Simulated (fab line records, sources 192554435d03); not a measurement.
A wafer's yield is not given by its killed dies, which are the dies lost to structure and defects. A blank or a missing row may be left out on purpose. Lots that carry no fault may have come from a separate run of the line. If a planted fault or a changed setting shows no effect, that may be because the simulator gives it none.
The tool behind it: which one? -- flow n5Finfet -- 24 lots with 72 wafers sampled at 5 steps, on a route of 1938 steps

## WHAT THE GAUGES SHOWED, per wafer
N5_FIN_SAQP_OCD_MEAS_76. Usual: 119.8 nm for trenchDepthNm, sd 1.6.
lot,measured,on,trenchDepthNm (nm),flag
L074,day 2 02:41,ocd-02,118.5 118.0 118.8,
L075,day 2 08:19,ocd-01,119.4 119.5 119.7,
L076,day 2 14:22,ocd-01,118.8 120.1 121.4,
L077,day 2 19:43,ocd-01,120.1 118.8 119.2,
L078,day 3 02:14,ocd-01,118.9 120.0 120.2,
L079,day 3 08:11,ocd-02,122.8 121.6 121.7,
L080,day 3 15:01,ocd-01,121.9 122.6 120.5,
L081,day 3 20:34,ocd-02,121.3 123.5 121.3,
L082,day 4 02:44,ocd-01,118.4 117.3 119.3,
L083,day 4 08:44,ocd-02,120.6 119.7 117.5,
L084,day 4 15:35,ocd-02,120.7 117.9 121.9,
L085,day 4 21:14,ocd-01,120.4 117.1 118.2,
L086,day 5 04:37,ocd-02,117.3 120.7 121.4,
L087,day 5 09:41,ocd-01,117.1 119.4 119.8,
L088,day 5 15:54,ocd-02,117.4 117.3 119.2,
L089,day 5 21:03,ocd-01,123.1 118.7 121.9,
L090,day 6 02:55,ocd-01,123.3 122.8 121.0,
L091,day 6 07:56,ocd-02,119.1 119.8 118.9,
L092,day 6 14:18,ocd-01,119.7 119.9 118.5,
L093,day 6 21:59,ocd-01,119.3 118.9 118.7,
L094,day 7 03:03,ocd-02,120.4 122.8 117.8,
L095,day 7 08:37,ocd-01,117.9 117.8 119.4,
L096,day 7 17:10,ocd-01,117.4 119.7 118.0,
L097,day 7 23:47,ocd-01,117.9 120.6 121.7,

N5_DUMMY_GATE_CD_MEAS_24 targets a cd of 15 nm. Usual: 15.0 nm for cdNm, sd 0.32.
lot,measured,on,cdNm (nm),flag
L074,day 2 23:34,cdSem-03,15.7 15.2 15.5,
L075,day 3 04:33,cdSem-01,14.6 14.8 15.1,
L076,day 3 13:08,cdSem-01,15.0 15.5 15.5,
L077,day 3 17:42,cdSem-03,15.2 14.7 14.8,
L078,day 3 22:15,cdSem-03,14.6 14.1 14.6,
L079,day 4 07:28,cdSem-03,14.9 15.3 14.7,
L080,day 4 15:20,cdSem-01,15.1 15.1 15.0,
L081,day 4 17:19,cdSem-02,14.9 15.1 15.0,
L082,day 5 00:56,cdSem-03,14.3 15.0 14.7,
L083,day 5 07:21,cdSem-01,15.1 15.6 15.1,
L084,day 5 13:30,cdSem-01,15.0 15.1 15.3,
L085,day 6 03:04,cdSem-02,15.1 14.5 15.4,
L086,day 6 00:14,cdSem-01,14.9 14.5 14.8,
L087,day 6 10:26,cdSem-03,15.0 14.5 15.0,
L088,day 6 16:49,cdSem-02,14.7 15.0 14.8,
L089,day 6 19:57,cdSem-02,14.9 14.8 14.6,
L090,day 7 00:26,cdSem-02,15.1 15.4 14.9,
L091,day 7 08:33,cdSem-02,14.6 15.1 14.8,
L092,day 7 10:29,cdSem-02,15.2 14.8 15.2,
L093,day 7 21:26,cdSem-02,14.8 15.5 15.0,
L094,day 7 23:17,cdSem-03,15.4 15.3 14.8,
L095,day 8 05:28,cdSem-03,15.0 15.3 14.8,
L096,day 8 14:34,cdSem-03,14.7 15.2 14.6,
L097,day 8 19:34,cdSem-02,14.7 14.7 14.8,

## WHAT TOOL EACH LOT RAN ON (gives the tool, then ch and the chambers of the sampled wafers, and finally the start)
lot,N5_FIN_CUT_ETCH_30,N5_FIN_CUT_PRECLEAN_35,N5_STI_FIN_REVEAL_ETCHBACK_08
L074,"rieDiel-06 ch 1,3, day 2 03:23","vaporEtch-02 ch 0,1, day 2 03:55","rieDiel-03 ch 0,1,3, day 2 09:56"
L075,"rieDiel-05 ch 0,1,3, day 2 08:56","vaporEtch-01 ch 1, day 2 09:27","rieDiel-01 ch 1,2, day 2 15:57"
L076,"rieDiel-06 ch 0,2,3, day 2 15:05","vaporEtch-02 ch 0, day 2 15:37","rieDiel-03 ch 0,2, day 2 22:22"
L077,"rieDiel-06 ch 0,2, day 2 20:13","vaporEtch-01 ch 1, day 2 20:44","rieDiel-03 ch 0,2, day 3 04:17"
L078,"rieDiel-06 ch 0,1,3, day 3 02:43","vaporEtch-01 ch 0, day 3 03:14","rieDiel-01 ch 0,3, day 3 09:38"
L079,"rieDiel-06 ch 0,1,3, day 3 08:47","vaporEtch-01 ch 0,1, day 3 09:20","rieDiel-04 ch 0,1, day 3 16:47"
L080,"rieDiel-05 ch 0,3, day 3 16:05","vaporEtch-01 ch 0,1, day 3 16:36","rieDiel-04 ch 1,2,3, day 3 22:41"
L081,"rieDiel-05 ch 1,3, day 3 21:11","vaporEtch-02 ch 0, day 3 21:42","rieDiel-04 ch 0,1,2, day 4 04:07"
L082,"rieDiel-05 ch 0,1, day 4 03:22","vaporEtch-02 ch 0,1, day 4 03:52","rieDiel-03 ch 0,1,2, day 4 10:07"
L083,"rieDiel-02 ch 1,3, day 4 09:14","vaporEtch-02 ch 0,1, day 4 09:44","rieDiel-01 ch 0,1, day 4 15:50"
L084,"rieDiel-05 ch 0,1,2, day 4 16:05","vaporEtch-01 ch 0,1, day 4 16:35","rieDiel-03 ch 0,1,2, day 4 22:56"
L085,"rieDiel-02 ch 1,3, day 4 21:44","vaporEtch-02 ch 0,1, day 4 22:16","rieDiel-03 ch 1,3, day 5 06:07"
L086,"rieDiel-06 ch 0,2, day 5 05:06","vaporEtch-02 ch 0,1, day 5 05:37","rieDiel-04 ch 0,2,3, day 5 11:41"
L087,"rieDiel-06 ch 0,1,3, day 5 10:18","vaporEtch-01 ch 0,1, day 5 10:50","rieDiel-04 ch 1,2, day 5 16:58"
L088,"rieDiel-05 ch 0,2, day 5 16:23","vaporEtch-02 ch 0, day 5 16:54","rieDiel-03 ch 0,1, day 5 23:07"
L089,"rieDiel-02 ch 1,2, day 5 21:32","vaporEtch-01 ch 0,1, day 5 22:04","rieDiel-04 ch 0,2,3, day 6 04:10"
L090,"rieDiel-05 ch 0,1, day 6 03:24","vaporEtch-02 ch 0,1, day 6 03:55","rieDiel-03 ch 1,3, day 6 09:58"
L091,"rieDiel-02 ch 0,1,2, day 6 08:25","vaporEtch-02 ch 0,1, day 6 08:56","rieDiel-03 ch 0,2,3, day 6 15:21"
L092,"rieDiel-06 ch 0,1,3, day 6 15:05","vaporEtch-02 ch 0,1, day 6 15:37","rieDiel-03 ch 0,3, day 6 21:40"
L093,"rieDiel-05 ch 1,2,3, day 6 22:31","vaporEtch-02 ch 0,1, day 6 23:02","rieDiel-01 ch 0,1,3, day 7 05:09"
L094,"rieDiel-06 ch 0,2,3, day 7 03:40","vaporEtch-02 ch 0,1, day 7 04:11","rieDiel-01 ch 0,1,2, day 7 10:13"
L095,"rieDiel-06 ch 0,1, day 7 09:13","vaporEtch-01 ch 0,1, day 7 09:44","rieDiel-04 ch 0,1,3, day 7 16:11"
L096,"rieDiel-06 ch 1,2, day 7 17:40","vaporEtch-01 ch 0,1, day 7 18:11","rieDiel-01 ch 2,3, day 8 00:22"
L097,"rieDiel-02 ch 0,2, day 8 00:24","vaporEtch-02 ch 0,1, day 8 00:55","rieDiel-01 ch 1,3, day 8 06:57"
- N5_FIN_CUT_ETCH_30: etches underlayer in N2/H2, target depth 13 nm, time 10.4 s.
- N5_FIN_CUT_PRECLEAN_35: cleans in vHF, time 13.3 s.
- N5_STI_FIN_REVEAL_ETCHBACK_08: etches SiO2 in C4F6/O2, target depth 30.5 nm, time 10.167 s.

## WHAT THE TOOLS THEMSELVES READ (means of the sampled wafers that have a number; where no wafer has one, the mark that the record gives instead)
N5_FIN_CUT_ETCH_30. Usual: drypumpMotorCurrentA 5.8 A, standard deviation 0.52; etchRfOnTimeS 10.36 s, standard deviation 0.14; oesProductAu 0.69 a.u., standard deviation 0.057; rfVppV 524.1 V, standard deviation 2.2; showerheadPlenumPTorr 2.55 Torr, standard deviation 0.079; throttleValvePct 17.70 %, standard deviation 0.19.
lot,tool,drypumpMotorCurrentA (A),etchRfOnTimeS (s),oesProductAu (a.u.),rfVppV (V),showerheadPlenumPTorr (Torr),throttleValvePct (%),flag
L074,rieDiel-06,5.7,10.44,0.72,521.7,2.47,17.81,
L075,rieDiel-05,5.6,10.52,0.68,526.2,2.63,17.47,
L076,rieDiel-06,6.2,10.29,0.66,523.3,2.51,17.89,
L077,rieDiel-06,6.3,10.35,0.62,522.3,2.53,17.84,
L078,rieDiel-06,5.7,10.40,0.69,522.2,2.50,17.79,
L079,rieDiel-06,5.7,10.25,0.69,522.4,2.50,17.78,
L080,rieDiel-05,5.3,10.44,0.67,527.0,2.67,17.55,
L081,rieDiel-05,5.9,10.48,0.67,525.5,2.58,17.43,
L082,rieDiel-05,5.3,10.42,0.67,525.7,2.63,17.54,
L083,rieDiel-02,5.8,10.34,0.79,524.8,2.64,17.66,
L084,rieDiel-05,5.4,10.46,0.72,524.7,2.57,17.55,
L085,rieDiel-02,5.8,10.34,0.78,526.9,2.63,17.65,
L086,rieDiel-06,6.5,10.29,0.61,523.4,2.52,17.94,
L087,rieDiel-06,5.7,10.38,0.67,523.1,2.49,17.80,
L088,rieDiel-05,5.1,10.42,0.71,525.7,2.61,17.62,
L089,rieDiel-02,6.2,10.22,0.75,526.0,2.63,17.79,
L090,rieDiel-05,5.4,10.38,0.66,527.1,2.62,17.56,
L091,rieDiel-02,6.1,10.21,0.74,525.5,2.62,17.64,
L092,rieDiel-06,5.7,10.26,0.68,522.3,2.49,17.83,
L093,rieDiel-05,5.7,10.41,0.70,524.6,2.56,17.53,
L094,rieDiel-06,6.2,10.43,0.63,523.0,2.50,17.93,
L095,rieDiel-06,5.5,10.33,0.67,522.1,2.49,17.76,
L096,rieDiel-06,6.1,10.33,0.63,522.5,2.49,17.93,
L097,rieDiel-02,6.0,10.29,0.71,524.6,2.57,17.68,

N5_FIN_CUT_PRECLEAN_35. Usual: 6.0 A for drypumpMotorCurrentA, sd 0.39.
lot,tool,drypumpMotorCurrentA (A),flag
L074,vaporEtch-02,6.3,
L075,vaporEtch-01,5.7,
L076,vaporEtch-02,6.6,
L077,vaporEtch-01,5.7,
L078,vaporEtch-01,5.9,
L079,vaporEtch-01,5.8,
L080,vaporEtch-01,5.9,
L081,vaporEtch-02,6.6,
L082,vaporEtch-02,6.0,
L083,vaporEtch-02,6.0,
L084,vaporEtch-01,5.9,
L085,vaporEtch-02,6.0,
L086,vaporEtch-02,6.0,
L087,vaporEtch-01,5.8,
L088,vaporEtch-02,6.6,
L089,vaporEtch-01,5.8,
L090,vaporEtch-02,6.3,
L091,vaporEtch-02,6.3,
L092,vaporEtch-02,6.3,
L093,vaporEtch-02,6.3,
L094,vaporEtch-02,6.0,
L095,vaporEtch-01,5.8,
L096,vaporEtch-01,5.8,
L097,vaporEtch-02,6.3,

N5_STI_FIN_REVEAL_ETCHBACK_08. Usual: C4F6_flow_sccm 10.00 sccm, standard deviation 0.03; drypumpMotorCurrentA 5.6 A, standard deviation 0.53; oesProductAu 0.81 a.u., standard deviation 0.1; rfVppV 667 V, standard deviation 7.5; showerheadPlenumPTorr 2.86 Torr, standard deviation 0.12; throttleValvePct 21.15 %, standard deviation 0.19.
lot,tool,C4F6_flow_sccm (sccm),drypumpMotorCurrentA (A),oesProductAu (a.u.),rfVppV (V),showerheadPlenumPTorr (Torr),throttleValvePct (%),flag
L074,rieDiel-03,10.01,5.6,0.81,671,2.93,21.17,
L075,rieDiel-01,9.99,5.2,0.69,666,2.70,21.39,
L076,rieDiel-03,9.99,5.4,0.74,661,2.76,21.19,
L077,rieDiel-03,10.00,5.4,0.74,662,2.76,21.20,
L078,rieDiel-01,9.98,5.9,0.80,665,2.86,21.16,
L079,rieDiel-04,10.03,5.2,0.90,673,2.77,21.04,
L080,rieDiel-04,10.00,5.7,0.74,658,2.76,21.12,
L081,rieDiel-04,9.99,5.5,0.83,666,2.79,20.99,
L082,rieDiel-03,9.99,5.8,0.78,666,2.85,21.13,
L083,rieDiel-01,10.02,5.6,0.87,672,2.93,21.02,
L084,rieDiel-03,10.01,5.8,0.79,666,2.85,21.14,
L085,rieDiel-03,10.00,5.9,0.86,673,3.00,21.20,
L086,rieDiel-04,10.00,5.8,0.82,666,2.79,21.14,
L087,rieDiel-04,10.00,5.4,0.93,665,2.97,20.78,
L088,rieDiel-03,9.95,6.1,0.83,670,2.95,21.09,
L089,rieDiel-04,9.99,5.8,0.81,666,2.79,21.13,
L090,rieDiel-03,10.01,5.9,0.83,673,2.99,21.20,
L091,rieDiel-03,10.00,5.2,0.72,664,2.82,21.29,
L092,rieDiel-03,10.00,5.1,0.70,668,2.89,21.33,
L093,rieDiel-01,10.00,5.7,0.88,668,2.90,21.12,
L094,rieDiel-01,10.00,5.4,0.89,671,2.98,21.05,
L095,rieDiel-04,9.99,5.4,0.83,669,2.83,21.09,
L096,rieDiel-01,10.01,5.6,0.92,667,2.95,21.10,
L097,rieDiel-01,9.99,5.5,0.90,671,2.95,21.15,

## THE ANSWER, worked out from the rows above alone
Rule: lot off if the mean of its wafers having a number is beyond 3 standard deviations from the usual mean. Also off: a lot with no number at a reading for which 4 or more lots have one. All remaining lots with rows at the step are treated as sound. After the gauges, taken in route order, come the tools' own readings; for these a lot's mean is taken, as printed above. At the first step where some lot is off, the reading lying furthest off is the one used; lots without a number count as furthest.
None of the lots is off at any reading shown; this tells nothing.

## WHAT THE SIMULATOR HAD PUT IN
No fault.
